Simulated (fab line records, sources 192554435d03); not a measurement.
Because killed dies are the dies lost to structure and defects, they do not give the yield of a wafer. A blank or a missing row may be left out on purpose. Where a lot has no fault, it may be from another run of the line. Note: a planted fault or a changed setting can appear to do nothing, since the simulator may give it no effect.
fab line records	flow n5_finfet
record lots=6	wafers=15	last_day=19
route steps=1938 shown FIN_SAQP@108 BEOL_M4@1111 PASSIVATION@1936
lots that met no fault: from a run of the same line without faults
start_h: hours from the record's first day to the start of the lot's first wafer shown	wait_h: hours from the lot's prior step to this one	" identical to the entry in the row above	L1.1+2: a single row standing in for several wafers	- value missing, or start not given	* or withheld: withheld	< > ~ a bound
route shown NAME@n: a module of which the file shows steps, and the number in the route of the first	usual: mean/standard deviation taken from wafers without a fault	same: alike in all rows	chamber/n: place in a boat	sites: the reading at each site	_std_site: how widely they spread, as a standard deviation	_edge_site: mean of outer sites minus mean of inner sites	radius_mm: for every site, how far away it sits from the centre of the wafer	mask NAME#n: copy n	behind: tool/chamber where the wafer was last shaped	hold: why the lot went on hold/how many hours it stayed there/how the hold came to an end	device: which transistor (n, p or np) failed to switch	end of line: the same wafers' tests at the end of the route	a step given without rows: its recipe and nothing more	killed: at the first sort, the dies lost to defects and structure; wafer yield is something else	map: per-die view of a wafer (x killed, . not killed, _ where there is no die)
set.NAME: the run value of the setting; set.NAME@STEP: its run value at that earlier step	model.NAME: the simulator's own value behind a step, which no gauge read
certain route steps with their lots: each step a table, each wafer a row
services: the hour from which a tool's chamber was out of use, counted from the record's first day as start_h (under 0 if before that day), plus the number of hours and why
## steps
# step N5_FIN_SAQP_EXPOSE_13
# recipe mask_id=FIN_CORE	na=1.35	source_shape=dipole	sigma_inner=0.538	sigma_outer=0.738	polarization=te	target_cd_nm=35.6	dose_mj=63.25
# step N5_FIN_SAQP_PEB_14
# recipe peb_temp_c=withheld	peb_time_s=60	resist=CAR-ArF
# step N5_FIN_SAQP_DEVELOP_15
# recipe develop_time_s=30	developer=TMAH	resist=CAR-ArF	dev_temp_c=23	rinse_liquid=diw	dry=air_spin
# step N5_FIN_SAQP_CD_MEAS_16
# recipe target_cd_nm=35.6	landing_energy_ev=500	detector=se_inlens
# usual cd_nm=35.5/0.34
lot.wafer	tool	chamber	start_h	wait_h	cd_nm
L797.1	cd_sem-03	0	21.25	-	35.5
L797.4	"	0	"	"	35.4
L797.6	"	0	"	"	35.2
L799.2	cd_sem-03	0	40.24	-	35.4
L799.3	"	0	"	"	35.5
L799.4	"	0	"	"	35.5
L808.1	cd_sem-02	0	87.57	-	34.8
L808.4	"	0	"	"	35.7
L809.3	cd_sem-02	0	94.93	-	35.8
L809.5	"	0	"	"	35.6
L811.3	cd_sem-01	0	106.56	-	35.5
L811.5	"	0	"	"	35.4
L811.6	"	0	"	"	35.1
L820.2	cd_sem-02	0	160.23	-	35.1
L820.6	"	0	"	"	35.8
# step N5_FIN_SAQP_OVL_MEAS_17
# recipe points_per_wafer=44
# usual FIN_CORE_OVL=-0.1/0.85
lot.wafer	tool	chamber	start_h	wait_h	FIN_CORE_OVL[nm]
L797.1	overlay-02	0	21.29	0.0	0.6
L797.4	"	0	"	"	0.4
L797.6	"	0	"	"	0.8
L799.2	overlay-02	0	40.27	0.0	-0.6
L799.3	"	0	"	"	-0.2
L799.4	"	0	"	"	-1.0
L808.1	overlay-01	0	87.61	0.0	-0.2
L808.4	"	0	"	"	-0.2
L809.3	overlay-02	0	94.97	0.0	0.5
L809.5	"	0	"	"	-0.8
L811.3	overlay-01	0	106.60	0.0	0.5
L811.5	"	0	"	"	-2.3
L811.6	"	0	"	"	0.8
L820.2	overlay-01	0	160.27	0.0	-1.7
L820.6	"	0	"	"	-0.8
# step N5_FIN_SAQP_INSPECT_18
# recipe mode=adi	inspect_instrument=brightfield
# usual raw_defect_count=456/130
lot.wafer	tool	chamber	start_h	wait_h	raw_defect_count
L797.1	defect_inspect-01	-	21.32	0.0	853
L797.4	"	-	"	"	440
L797.6	"	-	"	"	737
L799.2	defect_inspect-02	-	40.30	0.0	433
L799.3	"	-	"	"	379
L799.4	"	-	"	"	438
L808.1	defect_inspect-01	-	87.63	0.0	422
L808.4	"	-	"	"	466
L809.3	defect_inspect-02	-	94.99	0.0	537
L809.5	"	-	"	"	351
L811.3	defect_inspect-01	-	106.62	0.0	347
L811.5	"	-	"	"	796
L811.6	"	-	"	"	500
L820.2	defect_inspect-01	-	160.29	0.0	472
L820.6	"	-	"	"	493
# step N5_FIN_SAQP_DESCUM_21
# recipe chemistry=O2	time_s=7.9	source_power_w=50	bias_power_w=20	pressure_mtorr=20	rf_frequency_hz=2.712e+07	temp_c=40	resist=CAR-ArF	o2_flow_sccm=225
# usual drypump_motor_current_A=5.6/0.4	oes_product_au=0.76/0.079	rf_vpp_V=243.3/1.3	showerhead_plenum_p_Torr=2.10/0.071	temp_c=39.99/0.11	throttle_valve_pct=20.47/0.22
lot.wafer	tool	chamber	start_h	wait_h	drypump_motor_current_A	oes_product_au	rf_hours_counter_h	rf_vpp_V	showerhead_plenum_p_Torr	temp_c	throttle_valve_pct
L797.1	rie_diel-03	1	21.35	0.0	5.8	0.73	165	242.9	2.08	39.87	20.07
L797.4	"	0	"	"	5.0	0.70	244	243.6	2.13	39.85	20.66
L797.6	"	2	"	"	5.2	0.78	-	242.6	2.02	40.03	20.67
L799.2	rie_diel-02	3	40.33	0.0	5.7	0.70	216	241.1	2.09	39.87	20.59
L799.3	"	2	"	"	5.2	0.82	70	244.4	2.24	40.01	20.36
L799.4	"	1	"	"	5.5	0.73	197	244.4	2.09	39.91	20.70
L808.1	rie_diel-02	3	87.66	0.0	5.7	0.69	233	243.6	2.09	39.98	20.61
L808.4	"	2	"	"	5.2	0.81	-	244.5	2.23	40.00	20.37
L809.3	rie_diel-03	1	95.03	0.0	5.8	0.70	191	242.5	2.07	40.05	20.12
L809.5	"	0	"	"	5.0	0.90	-	243.1	2.13	39.86	20.27
L811.3	rie_diel-02	1	106.66	0.0	5.5	0.73	219	243.5	2.08	39.92	20.76
L811.5	"	3	"	"	5.7	0.68	-	243.4	2.09	40.11	20.61
L811.6	"	0	"	"	6.3	0.86	-	243.0	2.14	39.95	20.76
L820.2	rie_diel-03	2	160.33	0.0	5.2	0.74	177	241.7	2.00	40.08	20.74
L820.6	"	1	"	"	5.8	0.68	-	243.8	2.06	40.08	20.15
# step N5_FIN_SAQP_ETCH_51
# recipe chemistry=CF4	target=SiARC	target_depth_a=455	mask_material=CAR-ArF	time_s=75.8	ion_energy_ev=80	pressure_mtorr=40	source_w=545	bias_w=36	Ar_flow_sccm=100	cf4_flow_sccm=100	ends=cleared
# usual drypump_motor_current_A=5.6/0.4	etch_rf_on_time_s=76/3.9	oes_product_au=0.65/0.073	rf_vpp_V=184.1/1.1	showerhead_plenum_p_Torr=2.14/0.058	throttle_valve_pct=15.63/0.21
lot.wafer	tool	chamber	start_h	wait_h	drypump_motor_current_A	etch_rf_on_time_s	oes_product_au	rf_hours_counter_h	rf_vpp_V	showerhead_plenum_p_Torr	throttle_valve_pct
L797.1	rie_diel-03	1	21.39	0.0	5.8	84	0.60	165	183.6	2.13	15.36
L797.4	"	0	"	"	5.0	72	0.61	244	183.8	2.19	15.93
L797.6	"	2	"	"	5.2	73	0.67	-	183.7	2.07	15.80
L799.2	rie_diel-02	3	40.37	0.0	5.7	76	0.61	216	183.8	2.12	15.68
L799.3	"	2	"	"	5.2	75	0.71	70	185.7	2.24	15.23
L799.4	"	1	"	"	5.5	78	0.61	197	185.4	2.13	15.88
L808.1	rie_diel-02	3	87.70	0.0	5.7	77	0.60	233	182.7	2.11	15.73
L808.4	"	2	"	"	5.2	75	0.68	-	184.8	2.23	15.26
L809.3	rie_diel-03	1	95.06	0.0	5.8	86	0.58	191	183.2	2.12	15.43
L809.5	"	0	"	"	5.0	72	0.80	-	184.4	2.18	15.44
L811.3	rie_diel-02	1	106.69	0.0	5.5	77	0.60	219	183.8	2.12	15.92
L811.5	"	3	"	"	5.7	75	0.60	-	184.7	2.11	15.73
L811.6	"	0	"	"	6.3	72	0.75	-	182.4	2.18	15.79
L820.2	rie_diel-03	2	160.36	0.0	5.3	72	0.64	177	184.3	2.06	15.89
L820.6	"	1	"	"	5.8	84	0.57	-	183.6	2.11	15.47
# step N5_FIN_SAQP_ETCH_52
# recipe chemistry=N2/H2	target=SOC	target_depth_a=1000	overetch_a=200	mask_material=SiARC	temp_c=40	time_s=150	ion_energy_ev=200	pressure_mtorr=30	source_w=840	bias_w=150	n2_flow_sccm=200	h2_flow_sccm=200	ends=end_point
# usual drypump_motor_current_A=5.6/0.4	oes_product_au=0.68/0.066	rf_vpp_V=524.0/2.2	showerhead_plenum_p_Torr=2.54/0.084	temp_c=39.99/0.11	throttle_valve_pct=17.78/0.22
lot.wafer	tool	chamber	start_h	wait_h	drypump_motor_current_A	oes_product_au	rf_hours_counter_h	rf_vpp_V	showerhead_plenum_p_Torr	temp_c	throttle_valve_pct
L797.1	rie_diel-03	1	21.44	0.0	5.8	0.67	165	523.1	2.53	39.95	17.59
L797.4	"	0	"	"	5.0	0.62	244	525.1	2.58	40.04	17.90
L797.6	"	2	"	"	5.2	0.68	-	521.0	2.43	40.02	17.81
L799.2	rie_diel-02	3	40.42	0.0	5.7	0.64	216	525.3	2.48	39.98	17.59
L799.3	"	2	"	"	5.3	0.73	70	527.6	2.67	40.06	17.47
L799.4	"	1	"	"	5.4	0.65	197	523.8	2.54	40.13	18.20
L808.1	rie_diel-02	3	87.76	0.0	5.7	0.62	233	524.3	2.48	39.89	17.63
L808.4	"	2	"	"	5.3	0.72	-	527.8	2.66	40.00	17.51
L809.3	rie_diel-03	1	95.12	0.0	5.8	0.65	191	524.4	2.52	39.90	17.64
L809.5	"	0	"	"	5.0	0.82	-	526.5	2.58	39.95	17.46
L811.3	rie_diel-02	1	106.75	0.0	5.5	0.64	219	523.1	2.53	39.87	18.23
L811.5	"	3	"	"	5.7	0.63	-	522.1	2.47	40.07	17.64
L811.6	"	0	"	"	6.3	0.76	-	525.7	2.56	39.83	17.73
L820.2	rie_diel-03	2	160.42	0.0	5.2	0.64	177	520.5	2.41	39.93	17.90
L820.6	"	1	"	"	5.9	0.63	-	522.3	2.51	40.09	17.67
# step N5_FIN_SAQP_STRIP_53
# recipe chemistry=N2/H2	temp_c=40	n2_flow_sccm=200	h2_flow_sccm=200	rf_frequency_hz=6e+07
# step N5_FIN_SAQP_HM_OPEN_73
# recipe chemistry=CHF3/O2	target=SiO2	stop_on=a-Si	target_depth_a=120	over_etch_frac=1.8	mask_material=SOC	time_s=16.8	pressure_mtorr=30	source_w=650	bias_w=170	Ar_flow_sccm=200	CHF3_flow_sccm=50	O2_flow_sccm=5	ion_energy_ev=200	ends=end_point
# usual drypump_motor_current_A=5.6/0.4	oes_product_au=0.46/0.045	rf_vpp_V=524/12	showerhead_plenum_p_Torr=2.41/0.067	throttle_valve_pct=18.83/0.21
lot.wafer	tool	chamber	start_h	wait_h	drypump_motor_current_A	oes_product_au	rf_hours_counter_h	rf_vpp_V	showerhead_plenum_p_Torr	throttle_valve_pct
L797.1	rie_diel-03	1	21.55	0.0	5.8	0.45	165	519	2.39	18.52
L797.4	"	0	"	"	5.0	0.41	244	535	2.46	19.12
L797.6	"	2	"	"	5.2	0.46	-	528	2.33	19.04
L799.2	rie_diel-02	3	40.53	0.0	5.7	0.42	216	517	2.38	18.83
L799.3	"	2	"	"	5.2	0.49	70	517	2.53	18.48
L799.4	"	1	"	"	5.5	0.43	197	527	2.40	19.07
L808.1	rie_diel-02	3	87.86	0.0	5.7	0.41	233	515	2.38	18.87
L808.4	"	2	"	"	5.2	0.48	-	518	2.52	18.52
L809.3	rie_diel-03	1	95.22	0.0	5.8	0.43	191	518	2.38	18.54
L809.5	"	0	"	"	5.0	0.55	-	535	2.45	18.70
L811.3	rie_diel-02	1	106.85	0.0	5.5	0.43	219	527	2.39	19.11
L811.5	"	3	"	"	5.7	0.42	-	517	2.37	18.88
L811.6	"	0	"	"	6.3	0.51	-	510	2.44	18.99
L820.2	rie_diel-03	2	160.52	0.0	5.2	0.43	177	529	2.31	19.11
L820.6	"	1	"	"	5.8	0.42	-	518	2.37	18.59
# step N5_FIN_SAQP_STRIP_74
# recipe chemistry=CHF3/O2	resist=SiARC	rf_frequency_hz=6e+07
# step N5_FIN_SAQP_MANDREL_ETCH_22
# recipe target_depth_a=600	chemistry=HBr/Cl2	target=a-Si	stop_on=SiNx	bt_time_s=10	over_etch_frac=0.5	time_s=30	pressure_mtorr=10	icp_w=800	bias_w=75	HBr_flow_sccm=150	Cl2_flow_sccm=80	ends=end_point
# usual drypump_motor_current_A=5.6/0.49	oes_product_au=0.770/0.012	over_etch_frac=0.5/0	throttle_valve_pct=35.5/0.53
# same bt_time_s=10
lot.wafer	tool	chamber	start_h	wait_h	drypump_motor_current_A	oes_product_au	over_etch_frac	rf_hours_counter_h	throttle_valve_pct	model.SOC_of_FIN_SAQP_COAT_49.thk_nm
L797.1	rie_si-04	2	21.64	0.0	6.4	0.753	0.5	85	35.5	75.29
L797.4	"	1	"	"	5.5	0.782	0.5	118	35.1	75.57
L797.6	"	1	"	"	5.5	0.781	0.5	-	35.1	75.77
L799.2	rie_si-01	0	40.61	0.0	5.6	0.760	0.5	6	35.4	76.58
L799.3	"	2	"	"	6.4	0.767	0.5	32	34.3	75.83
L799.4	"	1	"	"	4.6	0.779	0.5	177	35.4	76.22
L808.1	rie_si-04	3	87.95	0.0	5.7	0.787	0.43803	106	36.1	77.02
L808.4	"	1	"	"	5.5	0.785	0.5	119	35.1	75.92
L809.3	rie_si-04	1	95.31	0.0	5.5	0.779	0.5	119	35.1	75.77
L809.5	"	3	"	"	5.8	0.789	0.43803	-	36.1	76.73
L811.3	rie_si-03	3	106.94	0.0	6.3	0.760	0.5	15	36.0	76.26
L811.5	"	0	"	"	5.5	0.804	0.5	-	34.8	75.66
L811.6	"	3	"	"	6.3	0.756	0.5	-	36.0	76.08
L820.2	rie_si-03	1	160.61	0.0	5.6	0.757	0.5	37	34.9	76.54
L820.6	"	0	"	"	5.5	0.799	0.5	-	34.8	75.12
# step N5_FIN_SAQP_STRIP_55
# recipe chemistry=N2/H2	power_w=500	temp_c=40	pressure_mtorr=50	rf_frequency_hz=6e+07	overash_fraction=0.3	bias_power_w=28	h2_frac=0.5	n2_flow_sccm=300	h2_flow_sccm=300
# usual drypump_motor_current_A=5.5/0.41	oes_product_au=0.77/0.089	rf_vpp_V=122.0/1.3	showerhead_plenum_p_Torr=3.36/0.11	temp_c=40.00/0.12	throttle_valve_pct=18.8/0.36
lot.wafer	tool	chamber	start_h	wait_h	drypump_motor_current_A	oes_product_au	rf_hours_counter_h	rf_vpp_V	showerhead_plenum_p_Torr	temp_c	throttle_valve_pct
L797.1	rie_diel-02	1	21.97	0.3	5.5	0.74	192	120.7	3.36	39.90	19.3
L797.4	"	3	"	"	5.7	0.70	210	119.5	3.29	40.17	18.4
L797.6	"	3	"	"	5.7	0.72	-	121.6	3.29	40.09	18.5
L799.2	rie_diel-02	1	40.73	0.1	5.5	0.72	197	121.3	3.36	40.21	19.3
L799.3	"	3	"	"	5.7	0.70	216	121.1	3.29	39.94	18.5
L799.4	"	2	"	"	5.2	0.83	70	121.6	3.51	40.05	18.7
L808.1	rie_diel-02	1	88.05	0.1	5.5	0.73	214	122.0	3.35	40.06	19.4
L808.4	"	3	"	"	5.7	0.69	-	123.8	3.28	39.86	18.4
L809.3	rie_diel-03	3	95.41	0.1	4.9	0.69	239	119.4	3.18	40.04	19.1
L809.5	"	0	"	"	5.0	0.90	-	124.1	3.40	40.12	18.2
L811.3	rie_diel-03	1	107.06	0.1	5.8	0.69	196	121.7	3.33	40.03	18.6
L811.5	"	3	"	"	4.9	0.69	-	121.3	3.17	39.81	19.1
L811.6	"	0	"	"	5.0	0.90	-	123.3	3.40	39.89	18.2
L820.2	rie_diel-03	2	160.71	0.1	5.2	0.74	177	120.0	3.20	40.12	18.7
L820.6	"	3	"	"	4.9	0.98	-	123.9	3.57	40.03	18.7
# step N5_BEOL_M4_RC_MEAS_101
# usual DIBL_N=36.4/2.2	DIBL_P=36.3/2.5	IOFF_N=0.17/0.052	IOFF_P=0.23/0.049	ION_N=674/17	ION_P=464/11	SS_N=71.7/0.98	SS_P=73.3/0.84	VT_N=250/4	VT_P=-249/3.8
lot.wafer	tool	chamber	start_h	wait_h	DIBL_N[mV/V]	DIBL_P[mV/V]	IOFF_N[nA/um]	IOFF_P[nA/um]	ION_N[uA/um]	ION_P[uA/um]	SS_N[mV/dec]	SS_P[mV/dec]	VT_N[mV]	VT_P[mV]
L797.1	prober-02	0	175.73	0.0	36.8	37.8	0.17	0.25	678	471	71.8	73.6	250	-248
L797.4	"	0	"	"	38.5	37.4	0.20	0.23	659	450	73.0	73.4	249	-248
L797.6	"	0	"	"	33.0	33.4	0.12	0.18	686	472	71.1	72.3	253	-252
L799.2	prober-02	0	239.26	0.2	34.5	34.2	0.13	0.23	663	465	70.9	72.4	255	-247
L799.3	"	0	"	"	34.0	33.9	0.13	0.22	672	474	71.0	72.7	252	-245
L799.4	"	0	"	"	36.7	36.8	0.16	0.26	677	474	72.3	73.2	250	-245
L808.1	prober-01	0	275.56	0.0	33.8	34.0	0.10	0.15	647	449	70.9	72.5	258	-252
L808.4	"	0	"	"	37.0	39.1	0.19	0.25	695	476	71.6	73.7	245	-249
L809.3	prober-02	0	276.45	0.3	34.3	34.3	0.13	0.21	677	478	70.8	73.3	253	-248
L809.5	"	0	"	"	36.6	33.8	0.19	0.20	635	443	74.6	73.0	253	-249
L811.3	prober-01	0	277.69	0.3	35.4	33.1	0.13	0.17	654	454	70.7	72.1	252	-253
L811.5	"	0	"	"	35.4	33.7	0.14	0.19	665	460	70.8	72.8	250	-253
L811.6	"	0	"	"	36.3	35.6	0.15	0.21	671	461	71.3	73.2	251	-250
L820.2	prober-01	0	349.62	0.9	37.3	37.8	0.17	0.24	683	472	71.9	73.3	250	-249
L820.6	"	0	"	"	33.2	32.8	0.11	0.17	648	457	71.4	71.8	254	-253
# step N5_PASSIVATION_PROBE_49
# usual defect_limited_yield=91.2/1.4	killed_at_M0_to_M3=34/9.3	killed_at_M4_up=14/5.9	killed_at_contacts=14/5.7	killed_at_front_end=38/10	killed_at_other=4/3.2	killed_dies=104/17	killed_on_rim=14/4	killed_open=67/13	killed_short=33/6.9	sort_bin_5_function=5.2/1	sort_bin_6_memory=3.3/0.61	sort_bin_8_speed=0.3/1.8	sort_n_pass=1069/52	sort_yield_pct=91/4.4
# same gross_dies=1180	killed_at_back_side=0	sort_bin_4_leakage[%]=0
lot.wafer	tool	chamber	start_h	wait_h	defect_limited_yield[%]	killed_at_M0_to_M3	killed_at_M4_up	killed_at_contacts	killed_at_front_end	killed_at_other	killed_dies	killed_on_rim	killed_open	killed_short	sort_bin_5_function[%]	sort_bin_6_memory[%]	sort_bin_8_speed[%]	sort_n_pass	sort_yield_pct[%]
L797.1	prober-01	-	286.13	0.0	91.4	18	8	23	46	7	102	17	62	37	5.3	3.2	0	1078	91
L797.4	prober-01	-	286.28	0.2	93.1	16	9	12	32	12	81	13	48	29	3.8	2.6	0	1099	93
L797.6	prober-01	-	286.38	0.3	91.8	36	10	10	36	5	97	18	63	30	5.2	2.7	0	1083	92
L799.2	prober-02	-	349.79	0.8	90.7	32	20	11	44	3	110	12	65	44	5.0	4.0	0	1070	91
L799.3	prober-02	-	349.84	0.9	89.2	42	11	16	58	0	127	16	92	31	6.4	4.2	0	1053	89
L799.4	prober-02	-	349.89	0.9	90.0	33	11	29	38	7	118	20	77	38	6.6	3.2	0	1062	90
L809.3	prober-01	-	380.80	0.1	89.7	41	9	24	39	8	121	16	75	37	7.0	3.1	0	1059	90
L809.5	prober-01	-	380.90	0.2	91.8	37	6	17	33	4	97	15	55	37	4.9	3.0	2.3	1056	89
L808.1	prober-02	-	385.13	0.0	93.1	31	10	10	28	3	82	14	59	22	3.8	3.0	0	1098	93
L808.4	prober-02	-	385.28	0.2	93.7	26	9	11	23	5	74	10	48	21	3.6	2.5	0	1106	94
L811.3	prober-01	-	392.31	0.1	88.3	23	28	20	62	5	138	12	91	41	7.1	4.2	0	1042	88
L811.5	prober-01	-	392.41	0.2	89.0	45	13	20	39	13	130	20	84	36	6.4	4.4	0	1050	89
L811.6	prober-01	-	392.46	0.3	86.7	46	17	17	70	7	157	16	100	48	6.9	6.2	0	1023	87
L820.2	prober-01	-	461.59	0.7	90.0	43	14	13	41	7	118	23	81	37	6.3	3.5	0	1062	90
L820.6	prober-01	-	461.79	0.9	90.8	53	12	5	37	2	109	14	70	33	5.8	3.0	0	1071	91
# killed by level:class
L797.1 MOL_CONTACT_COAG:geometric_particle:open=18 FIN_SAQP:geometric_particle:open=16 FIN_SAQP:geometric_particle:short=15 MOL_CONTACT_COAG:geometric_particle:short=5 BEOL_M0_SAQP:geometric_particle:short=5 MIM_TOP_ETCH:geometric_particle:open=4 DUMMY_GATE:geometric_particle:open=3 BEOL_M1:geometric_particle:short=3
L797.4 FIN_SAQP:geometric_particle:open=14 MOL_CONTACT_COAG:geometric_particle:open=9 FIN_SAQP:geometric_particle:short=7 BEOL_M1:geometric_particle:short=5 BEOL_M1:geometric_particle:open=4 BEOL_M4:geometric_particle:open=4 MIM_TOP_ETCH:geometric_particle:short=4 MOL_CONTACT_COAG:geometric_particle:short=3
L797.6 FIN_SAQP:geometric_particle:open=14 MOL_CONTACT_COAG:geometric_particle:open=10 BEOL_M1:geometric_particle:open=9 FIN_SAQP:geometric_particle:short=7 BEOL_M3:geometric_particle:open=6 ILD0:geometric_particle:short=5 BEOL_M0_SAQP:geometric_particle:open=5 BEOL_M0_SAQP:geometric_particle:short=5
L799.2 FIN_SAQP:geometric_particle:short=12 FIN_SAQP:geometric_particle:open=11 BEOL_M0_SAQP:geometric_particle:short=9 BEOL_M4:geometric_particle:open=7 MOL_CONTACT_COAG:geometric_particle:open=6 MOL_CONTACT_COAG:geometric_particle:short=5 BEOL_M0:geometric_particle:open=5 BEOL_M2:geometric_particle:open=5
L799.3 FIN_SAQP:geometric_particle:open=23 MOL_CONTACT_COAG:geometric_particle:open=15 BEOL_M0_SAQP:geometric_particle:open=12 FIN_SAQP:geometric_particle:short=10 STI_FIN_REVEAL:geometric_particle:open=7 BEOL_M3:geometric_particle:open=7 BEOL_M0_SAQP:geometric_particle:short=6 BEOL_M0:geometric_particle:open=5
L799.4 MOL_CONTACT_COAG:geometric_particle:open=28 BEOL_M0_SAQP:geometric_particle:short=14 FIN_SAQP:geometric_particle:open=12 BEOL_M0_SAQP:geometric_particle:open=6 FIN_SAQP:geometric_particle:short=5 DUMMY_GATE:geometric_particle:open=4 STARTING-WAFER:geometric_particle:short=4 ILD0:geometric_particle:short=3
L809.3 MOL_CONTACT_COAG:geometric_particle:open=19 BEOL_M3:geometric_particle:open=14 STI_FIN_REVEAL:geometric_particle:open=7 FIN_SAQP:geometric_particle:open=6 GATE_CUT:geometric_particle:short=6 BEOL_M1:geometric_particle:open=6 BEOL_M2:geometric_particle:open=6 BEOL_M3:geometric_particle:short=6
L809.5 MOL_CONTACT_COAG:geometric_particle:open=13 FIN_SAQP:geometric_particle:short=8 BEOL_M2:geometric_particle:open=8 BEOL_M0_SAQP:geometric_particle:short=7 BEOL_M3:geometric_particle:open=6 FIN_SAQP:geometric_particle:open=4 DUMMY_GATE:geometric_particle:open=4 BEOL_M6:geometric_particle:open=4
L808.1 BEOL_M3:geometric_particle:open=11 MOL_CONTACT_COAG:geometric_particle:open=9 BEOL_M2:geometric_particle:open=9 FIN_SAQP:geometric_particle:open=6 STARTING-WAFER:geometric_particle:short=5 DUMMY_GATE:geometric_particle:open=4 BEOL_M5:geometric_particle:open=4 BEOL_M0_SAQP:geometric_particle:open=3
L808.4 MOL_CONTACT_COAG:geometric_particle:open=10 BEOL_M2:geometric_particle:open=7 FIN_SAQP:geometric_particle:open=6 BEOL_M0_SAQP:geometric_particle:open=6 BEOL_M0_SAQP:geometric_particle:short=5 PAD_METAL:geometric_particle:open=4 FIN_SAQP:geometric_particle:short=3 STI_FIN_REVEAL:geometric_particle:open=3
L811.3 STI_FIN_REVEAL:geometric_particle:open=18 MOL_CONTACT_COAG:geometric_particle:open=17 BEOL_M4:geometric_particle:open=13 FIN_SAQP:geometric_particle:short=7 FIN_SAQP:geometric_particle:open=7 ILD0:geometric_particle:short=7 ILD0:geometric_particle:open=6 STI_FIN_REVEAL:geometric_particle:short=5
L811.5 MOL_CONTACT_COAG:geometric_particle:open=15 STI_FIN_REVEAL:geometric_particle:open=10 BEOL_M0_SAQP:geometric_particle:open=10 BEOL_M1:geometric_particle:open=9 PASSIVATION:area_etch=9 BEOL_M3:geometric_particle:open=8 STI_FIN_REVEAL:geometric_particle:short=7 BEOL_M0_SAQP:geometric_particle:short=7
L811.6 STI_FIN_REVEAL:geometric_particle:open=21 FIN_SAQP:geometric_particle:open=14 FIN_SAQP:geometric_particle:short=12 BEOL_M1:geometric_particle:open=10 BEOL_M3:geometric_particle:open=10 MOL_CONTACT_COAG:geometric_particle:open=9 BEOL_M0_SAQP:geometric_particle:short=9 MOL_CONTACT_COAG:geometric_particle:short=8
L820.2 FIN_SAQP:geometric_particle:open=16 BEOL_M3:geometric_particle:open=13 MOL_CONTACT_COAG:geometric_particle:open=9 BEOL_M0_SAQP:geometric_particle:open=9 BEOL_M0_SAQP:geometric_particle:short=8 FIN_SAQP:geometric_particle:short=6 BEOL_M2:geometric_particle:open=5 STI_FIN_REVEAL:geometric_particle:open=4
L820.6 BEOL_M3:geometric_particle:open=16 BEOL_M0_SAQP:geometric_particle:open=14 BEOL_M0_SAQP:geometric_particle:short=11 BEOL_M4:geometric_particle:open=7 MOL_CONTACT_COAG:geometric_particle:open=5 FIN_SAQP:geometric_particle:short=4 FIN_SAQP:geometric_particle:open=4 ILD0:geometric_particle:short=4
## services
tool	chamber	start_h	hours	kind
rie_si-03	0	24.91	2.5	repair
rie_si-01	-	26.86	0.3	repair
rie_si-03	0	27.41	-	clean
rie_diel-03	0	40.31	-	clean
rie_diel-03	0	40.31	-	consumable_replace:focus_ring
rie_diel-03	3	45.61	4.3	repair
rie_diel-02	1	52.92	1.5	repair
rie_si-03	3	65.05	3.2	repair
rie_diel-02	0	73.23	5.6	repair
rie_si-03	-	77.39	0.4	repair
rie_diel-02	0	82.78	5.5	repair
rie_si-01	0	122.45	26.4	repair
rie_si-04	-	125.19	14.6	pm
rie_diel-03	3	134.34	-	clean
rie_diel-03	3	134.34	-	consumable_replace:focus_ring
rie_diel-03	3	134.34	-	consumable_replace:showerhead
rie_diel-03	3	134.34	23.1	scheduled_down
rie_diel-03	3	134.34	23.1	vent_cycle
rie_si-03	3	140.43	4.8	repair
rie_diel-02	3	140.88	-	clean
rie_diel-02	3	140.88	-	consumable_replace:focus_ring
rie_diel-02	3	140.88	17.4	scheduled_down
rie_diel-02	3	140.88	17.4	vent_cycle
rie_si-04	3	146.87	2.2	repair
## key
first_sign step=N5_FIN_SAQP_MANDREL_ETCH_22	reading=over_etch_frac	direction=down	sigmas=99+	usual=0.5	struck=0.43803
effect none on later readings
model_effect step=N5_FIN_SAQP_MANDREL_ETCH_22	value=SOC_of_FIN_SAQP_COAT_49.thk_nm	without=75.88	struck=76.88
met_at N5_FIN_SAQP_MANDREL_ETCH_22
struck_wafers L808.1,L809.5
onset_between 21.64 87.95
fault kind=process_parameter_drift	tool=rie_si-04	chamber=-	onset_h=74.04	steps=N5_FIN_SAQP_MANDREL_ETCH_22	channel=over_etch_frac	offset=-0.061969	shape=step	end_h=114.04	scope=struck_wafers_only	acts_in=these_recipes_only	stated=0.5
